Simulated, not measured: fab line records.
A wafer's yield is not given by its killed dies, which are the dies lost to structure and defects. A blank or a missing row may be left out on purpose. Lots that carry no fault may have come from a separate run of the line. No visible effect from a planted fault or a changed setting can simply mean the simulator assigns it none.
Lot-split experiment :: flow n5 finfet :: 21 wafers read from 7 lots, route of 1938 steps

== SPLIT DETAILS ==
At N5_BEOL_M14_ILD_DEP_00 (deposits SiO2 from TEOS/O2, target thk 1119.3 nm, time 237.4 s), the setting time s was moved away from the recipe's 237.4 s on 9 of the 21 wafers read, by -12.5% to +6.6%. For the rest of the wafers, this setting stayed at what the recipe calls for.

The file shows no step between the split and the reading.

== THE READING ==
M14_ILD_THK in nanometres, read at N5_BEOL_M14_THK_MEAS_01. A value of 1113 nm with a standard deviation of 19 nm is what fault-free wafers of this fab line usually give.

wafer: L078.1
tool, chamber at the split: pecvd-04, 1
time s as run, s: 253.1
against the recipe: +6.6%
M14_ILD_THK, nm: 1165
against lot-mates on the recipe: +81

wafer: L078.3
tool, chamber at the split: pecvd-04, 0
time s as run, s: 237.4
against the recipe: recipe
M14_ILD_THK, nm: 1067
against lot-mates on the recipe: -

wafer: L078.4
tool, chamber at the split: pecvd-04, 0
time s as run, s: 237.4
against the recipe: recipe
M14_ILD_THK, nm: 1101
against lot-mates on the recipe: -

wafer: L081.1
tool, chamber at the split: pecvd-02, 1
time s as run, s: 237.4
against the recipe: recipe
M14_ILD_THK, nm: 1130
against lot-mates on the recipe: -

wafer: L081.2
tool, chamber at the split: pecvd-02, 2
time s as run, s: 212.3
against the recipe: -10.6%
M14_ILD_THK, nm: 990
against lot-mates on the recipe: -140

wafer: L081.6
tool, chamber at the split: pecvd-02, 0
time s as run, s: 212.3
against the recipe: -10.6%
M14_ILD_THK, nm: 1039
against lot-mates on the recipe: -91

wafer: L083.1
tool, chamber at the split: pecvd-04, 2
time s as run, s: 226.3
against the recipe: -4.7%
M14_ILD_THK, nm: 1048
against lot-mates on the recipe: -63

wafer: L083.2
tool, chamber at the split: pecvd-04, 0
time s as run, s: 226.3
against the recipe: -4.7%
M14_ILD_THK, nm: 1028
against lot-mates on the recipe: -83

wafer: L083.6
tool, chamber at the split: pecvd-04, 1
time s as run, s: 237.4
against the recipe: recipe
M14_ILD_THK, nm: 1111
against lot-mates on the recipe: -

wafer: L084.1
tool, chamber at the split: pecvd-02, 2
time s as run, s: 237.4
against the recipe: recipe
M14_ILD_THK, nm: 1107
against lot-mates on the recipe: -

wafer: L084.5
tool, chamber at the split: pecvd-02, 0
time s as run, s: 237.4
against the recipe: recipe
M14_ILD_THK, nm: 1147
against lot-mates on the recipe: -

wafer: L084.6
tool, chamber at the split: pecvd-02, 1
time s as run, s: 237.4
against the recipe: recipe
M14_ILD_THK, nm: 1135
against lot-mates on the recipe: -

wafer: L086.2
tool, chamber at the split: pecvd-04, 2
time s as run, s: 237.4
against the recipe: recipe
M14_ILD_THK, nm: 1101
against lot-mates on the recipe: -

wafer: L086.4
tool, chamber at the split: pecvd-04, 2
time s as run, s: 237.4
against the recipe: recipe
M14_ILD_THK, nm: 1117
against lot-mates on the recipe: -

wafer: L086.6
tool, chamber at the split: pecvd-04, 2
time s as run, s: 207.8
against the recipe: -12.5%
M14_ILD_THK, nm: 957
against lot-mates on the recipe: -152

wafer: L087.1
tool, chamber at the split: pecvd-04, 0
time s as run, s: 225.9
against the recipe: -4.8%
M14_ILD_THK, nm: 1032
against lot-mates on the recipe: -67

wafer: L087.3
tool, chamber at the split: pecvd-04, 2
time s as run, s: 237.4
against the recipe: recipe
M14_ILD_THK, nm: 1096
against lot-mates on the recipe: -

wafer: L087.5
tool, chamber at the split: pecvd-04, 0
time s as run, s: 237.4
against the recipe: recipe
M14_ILD_THK, nm: 1102
against lot-mates on the recipe: -

wafer: L091.1
tool, chamber at the split: pecvd-02, 1
time s as run, s: 213.6
against the recipe: -10.0%
M14_ILD_THK, nm: 983
against lot-mates on the recipe: -105

wafer: L091.2
tool, chamber at the split: pecvd-02, 2
time s as run, s: 237.4
against the recipe: recipe
M14_ILD_THK, nm: 1088
against lot-mates on the recipe: -

wafer: L091.5
tool, chamber at the split: pecvd-02, 0
time s as run, s: 213.6
against the recipe: -10.0%
M14_ILD_THK, nm: 1017
against lot-mates on the recipe: -71

FIT RESULTS
A straight line over all 21 wafers: M14_ILD_THK changes by +10.5 nm for each +1% of time s; r = +0.92; the points scatter about the line by 23 nm.
The same after taking each lot's own level away (the mean of its wafers on the recipe; 21 wafers): +11 nm for each +1%; r = +0.96; scatter 18 nm.
On that fit, the largest move of time s shifts the reading by 1.4e+02 nm.
The lots' own levels span 1084.0 to 1130.0 nm, that is 2.4 times the standard deviation above.
Consequently the slope shifts little with the lot-to-lot level, the two slopes agreeing.
Check: -134 nm against its lot-mates is what the line predicts for one of the wafers moved furthest among these (-12.5%) when that wafer is left out of the fit. Against them it came out at -152 nm.

== OTHER SPLITS APPLIED TO THESE WAFERS ==
These wafers also went through other splits before the reading. Each is held against what the fit with the lots' levels taken away leaves over:
other split on the same wafers: N5_BEOL_M11_ILD_DEP_00 time s
wafers away from the commonest value: 11
r with M14_ILD_THK (lot level and that fit taken away): +0.13

other split on the same wafers: N5_BEOL_M11_TRENCH_ETCH_37 source w
wafers away from the commonest value: 9
r with M14_ILD_THK (lot level and that fit taken away): -0.18

== THE WHOLE CHAIN: every reading that the file lists as answering this split, in the file's order ==
step: N5_BEOL_M14_ILD_DEP_00
what it does: deposits SiO2 from TEOS/O2, target thk 1119.3 nm, time 237.4 s
reading: SiO2_of_BEOL_M14_ILD_DEP_00.thk nm (the simulator's own value, which no gauge read)
change (the file's fit): +11.4 nm for each +1% of the setting
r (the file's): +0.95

step: N5_BEOL_M14_THK_MEAS_01
what it does: 
reading: M14_ILD_THK
change (the file's fit): +11.3 for each +1% of the setting
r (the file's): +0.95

step: N5_BEOL_M14_VIA_ETCH_16
what it does: etches SiO2 in C4F8/O2/Ar, target depth 1231.3 nm
reading: etch.depth nm (the simulator's own value, which no gauge read)
change (the file's fit): +11.4 nm for each +1% of the setting
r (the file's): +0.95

step: N5_BEOL_M14_VIA_ETCH_16
what it does: etches SiO2 in C4F8/O2/Ar, target depth 1231.3 nm
reading: coat_of_BEOL_M14_COAT_04.thk nm (the simulator's own value, which no gauge read)
change (the file's fit): -2.7 nm for each +1% of the setting
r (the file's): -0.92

== THE FILE'S OWN FIT ==
M14_ILD_THK changes by +11.3 nm for each +1% of time s, r = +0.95.
